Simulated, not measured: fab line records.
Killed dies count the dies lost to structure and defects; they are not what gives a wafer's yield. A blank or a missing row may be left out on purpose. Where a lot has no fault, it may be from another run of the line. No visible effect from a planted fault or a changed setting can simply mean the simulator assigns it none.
Matching of chambers | flow n5-finfet | N5_BEOL_M9_DEP_56 on pecvd-01: 3 sister chambers
The step deposits SiCN from 3MS/NH3, target thk 15 nm, time 26.5 s. 3 wafers are shown with their chamber, then 7 later ones without.

WAFERS WITH THEIR CHAMBER
wafer  | chamber | showerhead-plenum-p-Torr (Torr)
L085.5 | 0       | 3.693
L091.2 | 1       | 3.671
L091.4 | 2       | 3.638

WAFERS WHOSE CHAMBER IS MISSING
wafer  | showerhead-plenum-p-Torr (Torr)
L091.6 | 3.679
L093.2 | 3.687
L093.4 | 3.637
L093.5 | 3.688
L096.2 | 3.697
L096.4 | 3.699
L096.5 | 3.668

EACH ONE'S CHAMBER
wafer  | from the rows above     | in truth
L091.6 | can't be placed: 1 or 0 | 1
L093.2 | can't be placed: 0 or 1 | 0
L093.4 | 2                       | 2
L093.5 | 0                       | 0
L096.2 | 0                       | 0
L096.4 | 0                       | 0
L096.5 | 1                       | 1
Correctly placed: 5 of 7. These rows do not allow placing 2 (true chamber among the candidates in 2). Wrongly placed: 0.
How it was worked out, from the rows above alone: a wafer's distance from a chamber is the root of the sum, over the readings, of the square of ((its reading less the chamber's mean) divided by the reading's scatter). The wafer belongs to the nearest chamber; if the next one is less than 2 further off, it can't be placed. The mean given for a chamber averages the wafers shown for that chamber. The scatter: root of mean squared gap, hidden wafer to nearest shown wafer, with one shown wafer a chamber.
